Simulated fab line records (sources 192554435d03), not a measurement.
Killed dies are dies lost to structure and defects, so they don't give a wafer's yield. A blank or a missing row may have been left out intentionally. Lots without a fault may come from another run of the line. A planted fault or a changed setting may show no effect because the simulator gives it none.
Which of the tools did it? + flow n5 finfet + 24 lots with 72 wafers sampled at 6 steps, on a route of 1938 steps

## WHAT THE GAUGES SHOWED, per wafer
N5_BEOL_M2_CD_MEAS_28: target cd 26.2 nm, target cd y 24.1 nm. Usual: 26.19 nm for cd nm, sd 0.24.
| lot  | measured     | on        | cd nm (nm)        | flag |
|------|--------------|-----------|-------------------|------|
| L074 | day 6 19:11  | cd sem-02 | 26.57 26.30 25.94 |      |
| L075 | day 7 01:02  | cd sem-03 | 26.08 26.28 26.39 |      |
| L076 | day 7 01:27  | cd sem-03 | 26.29 25.84 26.02 |      |
| L077 | day 7 01:40  | cd sem-03 | 26.04 25.95 26.36 |      |
| L078 | day 7 13:50  | cd sem-01 | 25.74 26.15 25.90 |      |
| L079 | day 7 14:20  | cd sem-03 | 25.65 26.04 25.89 |      |
| L081 | day 8 13:52  | cd sem-02 | 26.79 26.41 26.00 |      |
| L080 | day 8 14:07  | cd sem-03 | 26.02 26.13 25.94 |      |
| L082 | day 8 14:55  | cd sem-01 | 26.03 26.35 26.53 |      |
| L083 | day 9 01:14  | cd sem-03 | 25.88 25.89 26.53 |      |
| L084 | day 9 05:53  | cd sem-01 | 26.18 26.38 26.11 |      |
| L085 | day 9 10:23  | cd sem-01 | 26.50 26.24 26.09 |      |
| L086 | day 9 23:14  | cd sem-03 | 26.22 26.40 26.57 |      |
| L087 | day 10 08:26 | cd sem-02 | 26.08 26.31 26.42 |      |
| L089 | day 10 09:55 | cd sem-03 | 26.17 26.24 26.05 |      |
| L088 | day 10 10:06 | cd sem-03 | 26.48 26.29 26.22 |      |
| L090 | day 11 01:33 | cd sem-02 | 26.16 26.27 26.62 |      |
| L091 | day 11 05:23 | cd sem-02 | 26.51 25.84 26.07 |      |
| L092 | day 11 08:22 | cd sem-01 | 26.03 26.62 26.86 |      |
| L095 | day 11 18:34 | cd sem-03 | 25.95 25.90 26.18 |      |
| L093 | day 12 06:14 | cd sem-02 | 26.14 25.86 26.24 |      |
| L094 | day 11 22:44 | cd sem-02 | 26.48 26.51 26.54 |      |
| L096 | day 12 10:54 | cd sem-03 | 26.28 26.29 26.21 |      |
| L097 | day 12 15:17 | cd sem-01 | 26.15 26.19 25.88 |      |

## WHICH TOOL RAN EACH LOT (tool, then ch and the chambers of the sampled wafers, then the start)
| lot  | N5_BEOL_M1_ANNEAL_80         | N5_BEOL_M1_SPUTTER_86        | N5_BEOL_M1_SPUTTER_94        | N5_BEOL_M2_ILD_DEP_00           | N5_BEOL_M2_DESCUM_16               |
|------|------------------------------|------------------------------|------------------------------|---------------------------------|------------------------------------|
| L074 | pvd sputter-03, day 6 14:25  | pvd sputter-03, day 6 14:47  | pvd sputter-03, day 6 15:40  | pecvd-02 ch 1,2, day 6 17:08    | rie diel-06 ch 1,3, day 6 18:20    |
| L075 | pvd sputter-03, day 6 18:05  | pvd sputter-03, day 6 18:26  | pvd sputter-03, day 6 19:19  | pecvd-04 ch 0,1, day 6 20:41    | rie diel-01 ch 0,2, day 7 00:15    |
| L076 | pvd sputter-02, day 6 18:19  | pvd sputter-02, day 6 18:40  | pvd sputter-02, day 6 19:33  | pecvd-04 ch 1,2, day 6 21:00    | rie diel-01 ch 2,3, day 7 00:34    |
| L077 | pvd sputter-01, day 6 20:07  | pvd sputter-01, day 6 20:28  | pvd sputter-01, day 6 21:21  | pecvd-03 ch 1,2, day 6 22:41    | rie diel-01 ch 0,2,3, day 7 00:55  |
| L078 | pvd sputter-01, day 7 09:01  | pvd sputter-01, day 7 09:23  | pvd sputter-01, day 7 10:16  | pecvd-02 ch 1,2, day 7 11:36    | rie diel-06 ch 1,3, day 7 13:04    |
| L079 | pvd sputter-03, day 7 09:22  | pvd sputter-03, day 7 09:44  | pvd sputter-03, day 7 10:37  | pecvd-02 ch 0,1, day 7 11:56    | rie diel-02 ch 0,1, day 7 13:20    |
| L081 | pvd sputter-02, day 8 08:49  | pvd sputter-02, day 8 09:11  | pvd sputter-02, day 8 10:04  | pecvd-04 ch 1,2, day 8 11:25    | rie diel-02 ch 0,1,2, day 8 13:07  |
| L080 | pvd sputter-01, day 8 08:55  | pvd sputter-01, day 8 09:17  | pvd sputter-01, day 8 10:10  | pecvd-02 ch 0,2, day 8 11:30    | rie diel-06 ch 0,2,3, day 8 13:22  |
| L082 | pvd sputter-02, day 8 10:42  | pvd sputter-02, day 8 11:04  | pvd sputter-02, day 8 11:56  | pecvd-03 ch 0,1, day 8 13:16    | rie diel-06 ch 0,1,3, day 8 14:02  |
| L083 | pvd sputter-01, day 8 20:13  | pvd sputter-01, day 8 20:35  | pvd sputter-01, day 8 21:28  | pecvd-04 ch 1,2, day 8 22:53    | rie diel-06 ch 0,3, day 9 00:23    |
| L084 | pvd sputter-01, day 9 00:31  | pvd sputter-01, day 9 00:52  | pvd sputter-01, day 9 01:45  | pecvd-03 ch 1,2, day 9 03:08    | rie diel-06 ch 1,2, day 9 05:02    |
| L085 | pvd sputter-01, day 9 05:58  | pvd sputter-01, day 9 06:19  | pvd sputter-01, day 9 07:12  | pecvd-02 ch 0,1, day 9 08:32    | rie diel-01 ch 0,2,3, day 9 09:25  |
| L086 | pvd sputter-02, day 9 18:34  | pvd sputter-02, day 9 18:55  | pvd sputter-02, day 9 19:48  | pecvd-03 ch 1,2, day 9 21:10    | rie diel-06 ch 1,3, day 9 22:22    |
| L087 | pvd sputter-03, day 9 23:49  | pvd sputter-03, day 10 00:11 | pvd sputter-03, day 10 03:25 | pecvd-04 ch 1,2, day 10 04:49   | rie diel-01 ch 0,1,2, day 10 07:41 |
| L089 | pvd sputter-02, day 10 05:12 | pvd sputter-02, day 10 05:34 | pvd sputter-02, day 10 06:26 | pecvd-04 ch 0,2, day 10 07:48   | rie diel-06 ch 0,3, day 10 08:57   |
| L088 | pvd sputter-03, day 10 05:20 | pvd sputter-03, day 10 05:41 | pvd sputter-03, day 10 06:34 | pecvd-03 ch 0,1, day 10 07:59   | rie diel-01 ch 0,1,3, day 10 09:02 |
| L090 | pvd sputter-02, day 10 21:11 | pvd sputter-02, day 10 21:32 | pvd sputter-02, day 10 22:25 | pecvd-02 ch 0,1, day 10 23:46   | rie diel-06 ch 1,2,3, day 11 00:32 |
| L091 | pvd sputter-01, day 11 00:32 | pvd sputter-01, day 11 00:54 | pvd sputter-01, day 11 01:47 | pecvd-04 ch 0,1, day 11 03:20   | rie diel-01 ch 1,2,3, day 11 04:37 |
| L092 | pvd sputter-02, day 11 02:19 | pvd sputter-02, day 11 02:41 | pvd sputter-02, day 11 03:34 | pecvd-02 ch 0,1,2, day 11 04:53 | rie diel-02 ch 0,2,3, day 11 07:35 |
| L095 | pvd sputter-02, day 11 12:33 | pvd sputter-02, day 11 12:55 | pvd sputter-02, day 11 13:47 | pecvd-04 ch 0,2, day 11 15:07   | rie diel-02 ch 1,2,3, day 11 17:43 |
| L093 | pvd sputter-01, day 11 14:47 | pvd sputter-01, day 11 15:08 | pvd sputter-01, day 12 02:10 | pecvd-03 ch 0,1,2, day 12 03:29 | rie diel-01 ch 0,3, day 12 05:29   |
| L094 | pvd sputter-03, day 11 18:27 | pvd sputter-03, day 11 18:49 | pvd sputter-03, day 11 19:41 | pecvd-03 ch 0,1, day 11 21:01   | rie diel-06 ch 0,2,3, day 11 21:52 |
| L096 | pvd sputter-02, day 12 06:16 | pvd sputter-02, day 12 06:38 | pvd sputter-02, day 12 07:31 | pecvd-03 ch 1,2, day 12 08:52   | rie diel-01 ch 0,1,3, day 12 10:01 |
| L097 | pvd sputter-01, day 12 09:59 | pvd sputter-01, day 12 10:20 | pvd sputter-01, day 12 11:13 | pecvd-02 ch 0,1, day 12 12:44   | rie diel-01 ch 1,2,3, day 12 14:26 |
- N5_BEOL_M1_ANNEAL_80: time 240 s.
- N5_BEOL_M1_SPUTTER_86: material Cu, target thk 4.5 nm, time 8.29 s.
- N5_BEOL_M1_SPUTTER_94: material Cu, target thk 4.5 nm, time 8.29 s.
- N5_BEOL_M2_ILD_DEP_00: deposits SiOC from DEMS/O2, target thk 79 nm, time 15.3 s.
- N5_BEOL_M2_DESCUM_16: chemistry O2, time 7 s.

## AS READ BY THE TOOLS THEMSELVES (means over the sampled wafers that have a number; for cases with no such wafer, the mark the record gives instead)
N5_BEOL_M1_ANNEAL_80. Usual: 819 W for heater power w, sd 99.
| lot  | tool           | heater power w (W) | flag |
|------|----------------|--------------------|------|
| L074 | pvd sputter-03 | 736                |      |
| L075 | pvd sputter-03 | 749                |      |
| L076 | pvd sputter-02 | 956                |      |
| L077 | pvd sputter-01 | 819                |      |
| L078 | pvd sputter-01 | 834                |      |
| L079 | pvd sputter-03 | 750                |      |
| L081 | pvd sputter-02 | 907                |      |
| L080 | pvd sputter-01 | 777                |      |
| L082 | pvd sputter-02 | 918                |      |
| L083 | pvd sputter-01 | 820                |      |
| L084 | pvd sputter-01 | 810                |      |
| L085 | pvd sputter-01 | 839                |      |
| L086 | pvd sputter-02 | 900                |      |
| L087 | pvd sputter-03 | 753                |      |
| L089 | pvd sputter-02 | 798                |      |
| L088 | pvd sputter-03 | 786                |      |
| L090 | pvd sputter-02 | 818                |      |
| L091 | pvd sputter-01 | 776                |      |
| L092 | pvd sputter-02 | 882                |      |
| L095 | pvd sputter-02 | 887                |      |
| L093 | pvd sputter-01 | 842                |      |
| L094 | pvd sputter-03 | 725                |      |
| L096 | pvd sputter-02 | 908                |      |
| L097 | pvd sputter-01 | 813                |      |

N5_BEOL_M1_SPUTTER_86. Usual: 30.1 % for throttle valve pct, sd 1.
| lot  | tool           | throttle valve pct (%) | flag |
|------|----------------|------------------------|------|
| L074 | pvd sputter-03 | 29.4                   |      |
| L075 | pvd sputter-03 | 30.4                   |      |
| L076 | pvd sputter-02 | 29.2                   |      |
| L077 | pvd sputter-01 | 31.0                   |      |
| L078 | pvd sputter-01 | 31.2                   |      |
| L079 | pvd sputter-03 | 29.4                   |      |
| L081 | pvd sputter-02 | 29.2                   |      |
| L080 | pvd sputter-01 | 30.7                   |      |
| L082 | pvd sputter-02 | 29.0                   |      |
| L083 | pvd sputter-01 | 31.1                   |      |
| L084 | pvd sputter-01 | 31.4                   |      |
| L085 | pvd sputter-01 | 31.0                   |      |
| L086 | pvd sputter-02 | 28.9                   |      |
| L087 | pvd sputter-03 | 30.4                   |      |
| L089 | pvd sputter-02 | 29.1                   |      |
| L088 | pvd sputter-03 | 29.6                   |      |
| L090 | pvd sputter-02 | 29.2                   |      |
| L091 | pvd sputter-01 | 30.6                   |      |
| L092 | pvd sputter-02 | 29.1                   |      |
| L095 | pvd sputter-02 | 29.3                   |      |
| L093 | pvd sputter-01 | 30.9                   |      |
| L094 | pvd sputter-03 | 30.3                   |      |
| L096 | pvd sputter-02 | 29.3                   |      |
| L097 | pvd sputter-01 | 31.6                   |      |

N5_BEOL_M1_SPUTTER_94. Usual: 30.1 % for throttle valve pct, sd 1.
| lot  | tool           | throttle valve pct (%) | flag |
|------|----------------|------------------------|------|
| L074 | pvd sputter-03 | 29.2                   |      |
| L075 | pvd sputter-03 | 30.4                   |      |
| L076 | pvd sputter-02 | 29.1                   |      |
| L077 | pvd sputter-01 | 31.0                   |      |
| L078 | pvd sputter-01 | 31.2                   |      |
| L079 | pvd sputter-03 | 29.3                   |      |
| L081 | pvd sputter-02 | 29.2                   |      |
| L080 | pvd sputter-01 | 30.9                   |      |
| L082 | pvd sputter-02 | 29.0                   |      |
| L083 | pvd sputter-01 | 31.0                   |      |
| L084 | pvd sputter-01 | 31.3                   |      |
| L085 | pvd sputter-01 | 30.7                   |      |
| L086 | pvd sputter-02 | 28.8                   |      |
| L087 | pvd sputter-03 | 30.4                   |      |
| L089 | pvd sputter-02 | 29.1                   |      |
| L088 | pvd sputter-03 | 29.6                   |      |
| L090 | pvd sputter-02 | 29.1                   |      |
| L091 | pvd sputter-01 | 30.4                   |      |
| L092 | pvd sputter-02 | 29.1                   |      |
| L095 | pvd sputter-02 | 29.4                   |      |
| L093 | pvd sputter-01 | 30.7                   |      |
| L094 | pvd sputter-03 | 30.2                   |      |
| L096 | pvd sputter-02 | 29.3                   |      |
| L097 | pvd sputter-01 | 31.4                   |      |

N5_BEOL_M2_ILD_DEP_00. Usual: heater power w 494 W, standard deviation 43; showerhead plenum p Torr 5.696 Torr, standard deviation 0.016; throttle valve pct 12.3 %, standard deviation 0.99.
| lot  | tool     | heater power w (W) | showerhead plenum p Torr (Torr) | throttle valve pct (%) | flag |
|------|----------|--------------------|---------------------------------|------------------------|------|
| L074 | pecvd-02 | 541                | 5.709                           | 12.0                   |      |
| L075 | pecvd-04 | 441                | 5.684                           | 13.8                   |      |
| L076 | pecvd-04 | 487                | 5.671                           | 11.4                   |      |
| L077 | pecvd-03 | 460                | 5.703                           | 12.2                   |      |
| L078 | pecvd-02 | 503                | 5.701                           | 12.0                   |      |
| L079 | pecvd-02 | 544                | 5.693                           | 12.8                   |      |
| L081 | pecvd-04 | 494                | 5.682                           | 11.8                   |      |
| L080 | pecvd-02 | 491                | 5.693                           | 12.3                   |      |
| L082 | pecvd-03 | 483                | 5.707                           | 12.1                   |      |
| L083 | pecvd-04 | 526                | 5.686                           | 11.4                   |      |
| L084 | pecvd-03 | 512                | 5.692                           | 11.9                   |      |
| L085 | pecvd-02 | 523                | 5.687                           | 12.8                   |      |
| L086 | pecvd-03 | 475                | 5.713                           | 12.3                   |      |
| L087 | pecvd-04 | 488                | 5.686                           | 11.8                   |      |
| L089 | pecvd-04 | 525                | 5.684                           | 12.4                   |      |
| L088 | pecvd-03 | 434                | 5.714                           | 12.0                   |      |
| L090 | pecvd-02 | 490                | 5.704                           | 12.2                   |      |
| L091 | pecvd-04 | 496                | 5.685                           | 13.9                   |      |
| L092 | pecvd-02 | 522                | 5.700                           | 12.4                   |      |
| L095 | pecvd-04 | 487                | 5.676                           | 12.4                   |      |
| L093 | pecvd-03 | 487                | 5.710                           | 11.9                   |      |
| L094 | pecvd-03 | 450                | 5.713                           | 12.5                   |      |
| L096 | pecvd-03 | 483                | 5.704                           | 12.2                   |      |
| L097 | pecvd-02 | 511                | 5.699                           | 12.4                   |      |

N5_BEOL_M2_DESCUM_16. Usual: drypump motor current A 5.6 A, standard deviation 0.52; o2 flow sccm 225.1 sccm, standard deviation 0.67; oes product au 0.84 a.u., standard deviation 0.094; rf vpp V 243.1 V, standard deviation 1.4; showerhead plenum p Torr 2.09 Torr, standard deviation 0.073; throttle valve pct 20.33 %, standard deviation 0.21.
| lot  | tool        | drypump motor current A (A) | o2 flow sccm (sccm) | oes product au (a.u.) | rf vpp V (V) | showerhead plenum p Torr (Torr) | throttle valve pct (%) | flag |
|------|-------------|-----------------------------|---------------------|-----------------------|--------------|---------------------------------|------------------------|------|
| L074 | rie diel-06 | 5.0                         | 224.7               | 0.87                  | 243.8        | 2.10                            | 20.14                  |      |
| L075 | rie diel-01 | 5.7                         | 224.3               | 0.75                  | 242.6        | 2.08                            | 20.31                  |      |
| L076 | rie diel-01 | 5.8                         | 224.9               | 0.87                  | 242.4        | 2.07                            | 20.48                  |      |
| L077 | rie diel-01 | 5.7                         | 225.4               | 0.82                  | 242.3        | 2.08                            | 20.39                  |      |
| L078 | rie diel-06 | 5.0                         | 225.5               | 0.86                  | 243.3        | 2.09                            | 20.15                  |      |
| L079 | rie diel-02 | 5.5                         | 225.2               | 0.69                  | 241.0        | 1.98                            | 20.47                  |      |
| L081 | rie diel-02 | 5.4                         | 225.3               | 0.78                  | 242.5        | 2.07                            | 20.43                  |      |
| L080 | rie diel-06 | 5.4                         | 225.2               | 0.92                  | 244.7        | 2.14                            | 20.35                  |      |
| L082 | rie diel-06 | 5.2                         | 225.0               | 0.90                  | 244.6        | 2.13                            | 20.20                  |      |
| L083 | rie diel-06 | 5.4                         | 225.2               | 0.93                  | 243.5        | 2.12                            | 20.15                  |      |
| L084 | rie diel-06 | 5.3                         | 225.4               | 0.83                  | 244.0        | 2.11                            | 20.53                  |      |
| L085 | rie diel-01 | 5.7                         | 225.0               | 0.88                  | 242.8        | 2.07                            | 20.24                  |      |
| L086 | rie diel-06 | 5.2                         | 224.6               | 0.86                  | 242.9        | 2.07                            | 20.12                  |      |
| L087 | rie diel-01 | 5.9                         | 225.8               | 0.88                  | 242.8        | 2.06                            | 20.22                  |      |
| L089 | rie diel-06 | 5.4                         | 224.6               | 0.92                  | 243.9        | 2.18                            | 20.25                  |      |
| L088 | rie diel-01 | 6.3                         | 224.8               | 0.85                  | 242.6        | 2.07                            | 20.44                  |      |
| L090 | rie diel-06 | 5.2                         | 225.5               | 0.83                  | 244.1        | 2.09                            | 20.35                  |      |
| L091 | rie diel-01 | 6.0                         | 225.4               | 0.91                  | 243.0        | 2.05                            | 20.33                  |      |
| L092 | rie diel-02 | 5.8                         | 225.3               | 0.76                  | 243.0        | 2.06                            | 20.35                  |      |
| L095 | rie diel-02 | 5.8                         | 224.8               | 0.84                  | 244.0        | 2.14                            | 20.19                  |      |
| L093 | rie diel-01 | 6.0                         | 224.9               | 0.78                  | 242.6        | 2.07                            | 20.40                  |      |
| L094 | rie diel-06 | 5.4                         | 224.8               | 0.86                  | 243.3        | 2.13                            | 20.39                  |      |
| L096 | rie diel-01 | 6.3                         | 225.4               | 0.83                  | 243.4        | 2.06                            | 20.47                  |      |
| L097 | rie diel-01 | 6.0                         | 225.3               | 0.88                  | 242.0        | 2.05                            | 20.34                  |      |

## THE ANSWER, worked out from the rows above alone
Rule: a lot is off if the mean of its wafers that have a number lies more than 3 standard deviations from the usual mean. A lot without any number at a reading at which 4 lots or more have one is off too. Any other lot the step has rows for is counted as sound. First the gauges in route order, then the tools' own readings, where a lot's mean is used as printed above. The first step at which some lot is off is used, and at that step the reading that is off furthest; a lot without a number counts as furthest.
No lot is off on any of the readings shown, so nothing can be concluded from this.

## WHAT THE SIMULATOR HAD PUT IN
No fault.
